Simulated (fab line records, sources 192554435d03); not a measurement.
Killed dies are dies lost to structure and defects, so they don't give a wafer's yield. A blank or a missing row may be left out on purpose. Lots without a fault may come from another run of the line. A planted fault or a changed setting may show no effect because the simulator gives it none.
Problem report in the 8D (eight disciplines) form, filled by code | flow n5_finfet | the parts of the form that need people (team, actions taken, sign-off) are left out

1. THE PROBLEM
bias_w at N5_BEOL_M3_VIA_ETCH_34 reads a mean of 187.7 W on 6 wafers of 2 lots; wafers without a fault read 170.0 W with a standard deviation of 0.54. That is +33 standard deviations from the usual mean.
The step: etches the open film in C4F6/O2, target depth 69.4 nm, time 65.9 s.
First seen on wafer L900.2, day 11 04:26, on rie_diel-01. The record holds 17 wafers of 6 lots with a number at this step. Rule for "out", or "out of limits": more than 4 standard deviations from the usual mean. The other wafers with a number count as sound.

2. WHAT IT IS AND WHAT IT IS NOT
question                    | is                     | is not
which readings at this step | bias_w                 | drypump_motor_current_A, showerhead_plenum_p_Torr, throttle_valve_pct
which lots                  | L900, L905             | L885, L902, L906, L907
which wafers of those lots  | all that have a number | -
read on which tools         | rie_diel-01            | rie_diel-03, rie_diel-05
when                        | from day 11 04:26      | up to then (6 sound wafers); but 5 sound wafers of L906, L907 came after

3. SUSPECTS, AND WHAT RULES EACH OUT
Counting: a tool at a process step up to the reading stays a suspect if it ran every lot that is out and no sound lot after the first of them.
- ald_sin-04 at N5_BEOL_M3_ALD_98 (deposits SiO2, target thk 2.5 nm, pulse time 1 s, co reactant pulse time 1 s): kept. It ran every lot that is out, first L900 (day 11 03:17), and no sound lot after that.
- rie_diel-01 at N5_BEOL_M3_ETCH_70 (etches SOC in N2/H2, target depth 80 nm, overetch 16 nm, time 120 s): kept. It ran every lot that is out, first L900 (day 11 04:20), and no sound lot after that; its last sound lot up to then is L902 (day 10 21:41).
- rie_diel-01 at N5_BEOL_M3_VIA_ETCH_34 (etches the open film in C4F6/O2, target depth 69.4 nm, time 65.9 s): kept. It ran every lot that is out, first L900 (day 11 04:26), and no sound lot after that; its last sound lot up to then is L902 (day 10 21:47). Its own readings are out on those wafers: bias_w.
Left after counting: ald_sin-04 at N5_BEOL_M3_ALD_98, rie_diel-01 at N5_BEOL_M3_ETCH_70, rie_diel-01 at N5_BEOL_M3_VIA_ETCH_34.

4. THE CAUSE (what the simulator had put in)
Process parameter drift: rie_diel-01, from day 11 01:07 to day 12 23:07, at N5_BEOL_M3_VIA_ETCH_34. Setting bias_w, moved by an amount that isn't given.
Counting left 3 suspects, and this tool is among them.

5. THE CHAIN OF EFFECTS, in route order
Each row: a reading whose mean over the struck wafers that have a number lies more than 3 standard deviations from the usual. Only readings for which the record gives a usual standard deviation are gone through. hours: the time from each lot's start at the first step in this table that gives one to its start at this step, as a median over the lots. sigmas: the change in usual standard deviations.
hours | step                   | reading  | usual   | on struck wafers | change | sigmas
0     | N5_BEOL_M3_VIA_ETCH_34 | bias_w   | 170.0 W | 187.7            | +17.7  | +33
0     | N5_BEOL_M3_VIA_ETCH_34 | rf_vpp_V | 663 V   | 713              | +50    | +3.5
The process steps in it:
- N5_BEOL_M3_VIA_ETCH_34: etches the open film in C4F6/O2, target depth 69.4 nm, time 65.9 s.
Later measuring or inspecting steps at which every struck wafer that the step has a row for has a number for every such reading, and none has moved that far: N5_BEOL_M4_RC_MEAS_101.

6. WHAT WOULD HAVE CAUGHT IT SOONER
In this record the first reading out of limits was taken at day 11 04:26, 3 hours after the fault began at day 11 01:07.
